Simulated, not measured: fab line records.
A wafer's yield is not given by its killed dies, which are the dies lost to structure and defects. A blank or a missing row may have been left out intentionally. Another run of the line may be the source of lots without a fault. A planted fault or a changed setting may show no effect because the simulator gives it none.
Chamber matching / flow nandHarc / NHARC_A_STAIRCASE_DEP_322 on pecvd-01: 3 sister chambers
The step deposits SiO2, target thk 3800 nm. 3 wafers are shown with their chamber, then 9 later ones without.

## WAFERS WITH THEIR CHAMBER
wafer=L087.3; chamber=0; heaterPowerW (W)=672
wafer=L087.4; chamber=2; heaterPowerW (W)=615
wafer=L087.5; chamber=1; heaterPowerW (W)=675

## WAFERS WHOSE CHAMBER IS MISSING
wafer=L086.1; heaterPowerW (W)=703
wafer=L086.4; heaterPowerW (W)=606
wafer=L086.6; heaterPowerW (W)=598
wafer=L093.1; heaterPowerW (W)=745
wafer=L093.2; heaterPowerW (W)=682
wafer=L093.3; heaterPowerW (W)=634
wafer=L097.3; heaterPowerW (W)=690
wafer=L097.4; heaterPowerW (W)=616
wafer=L097.6; heaterPowerW (W)=673

## THE CHAMBER EACH PASSED THROUGH
wafer=L086.1; from the rows above=can't be placed: 1 or 0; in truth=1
wafer=L086.4; from the rows above=2; in truth=2
wafer=L086.6; from the rows above=2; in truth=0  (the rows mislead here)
wafer=L093.1; from the rows above=can't be placed: 1 or 0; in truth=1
wafer=L093.2; from the rows above=can't be placed: 1 or 0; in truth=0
wafer=L093.3; from the rows above=can't be placed: 2 or 0 or 1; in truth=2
wafer=L097.3; from the rows above=can't be placed: 1 or 0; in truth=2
wafer=L097.4; from the rows above=2; in truth=2
wafer=L097.6; from the rows above=can't be placed: 0 or 1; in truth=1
Correctly placed: 2 of 9. Can't be placed from these rows: 6 (the true chamber is among the candidates in 5). Wrongly placed: 1.
How it was worked out, from the rows above alone: a wafer's distance from a chamber is the root of the sum, over the readings, of the square of ((its reading less the chamber's mean) divided by the reading's scatter). If the next closest chamber is less than 2 further off than the closest, the wafer can't be placed; otherwise it belongs to the closest. The mean given for a chamber averages the wafers shown for that chamber. The scatter: root of mean squared gap, hidden wafer to nearest shown wafer, with one shown wafer a chamber.
